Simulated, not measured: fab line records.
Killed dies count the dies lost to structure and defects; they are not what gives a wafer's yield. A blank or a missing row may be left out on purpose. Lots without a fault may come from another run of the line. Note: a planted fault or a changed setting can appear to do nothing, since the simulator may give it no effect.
Chamber matching :: flow n5_finfet :: cmp-03 running N5_GATE_CUT_CMP_02: 4 sister chambers
The step polishes, stops on SiO2, t overpolish 12.7 s, target thk 0 nm. 4 wafers are shown with their chamber, then 8 later ones without.

## WAFERS PAIRED WITH THEIR CHAMBERS
wafer: L088.1
chamber: 2
motor_current_A (A): 10.3

wafer: L090.1
chamber: 0
motor_current_A (A): 9.7

wafer: L090.5
chamber: 3
motor_current_A (A): 9.4

wafer: L091.3
chamber: 1
motor_current_A (A): 7.5

## WAFERS WITHOUT THEIR CHAMBER
wafer: L091.5
motor_current_A (A): 9.5

wafer: L091.6
motor_current_A (A): 10.5

wafer: L093.2
motor_current_A (A): 9.6

wafer: L093.4
motor_current_A (A): 10.3

wafer: L093.6
motor_current_A (A): 9.7

wafer: L096.1
motor_current_A (A): 9.3

wafer: L096.4
motor_current_A (A): 7.5

wafer: L096.5
motor_current_A (A): 9.5

## CHAMBER TAKEN BY EACH
wafer: L091.5
from the rows above: can't be placed: 3 or 0
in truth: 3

wafer: L091.6
from the rows above: 2
in truth: 2

wafer: L093.2
from the rows above: can't be placed: 0 or 3
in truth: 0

wafer: L093.4
from the rows above: 2
in truth: 2

wafer: L093.6
from the rows above: 0
in truth: 0

wafer: L096.1
from the rows above: 3
in truth: 3

wafer: L096.4
from the rows above: 1
in truth: 1

wafer: L096.5
from the rows above: can't be placed: 3 or 0
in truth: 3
Placed correctly: 5 of 8. Not placeable from these rows: 3 (in 3, the candidates include the true chamber). 0 placed wrongly.
How it was worked out, from the rows above alone: a wafer's distance from a chamber is the root of the sum, over the readings, of the square of ((its reading less the chamber's mean) divided by the reading's scatter). The wafer belongs to the nearest chamber; if the next one is less than 2 further off, it can't be placed. The mean given for a chamber averages the wafers shown for that chamber. The scatter (one wafer shown for each chamber): square how far every hidden wafer sits from the nearest shown wafer, average those squares and take the square root.
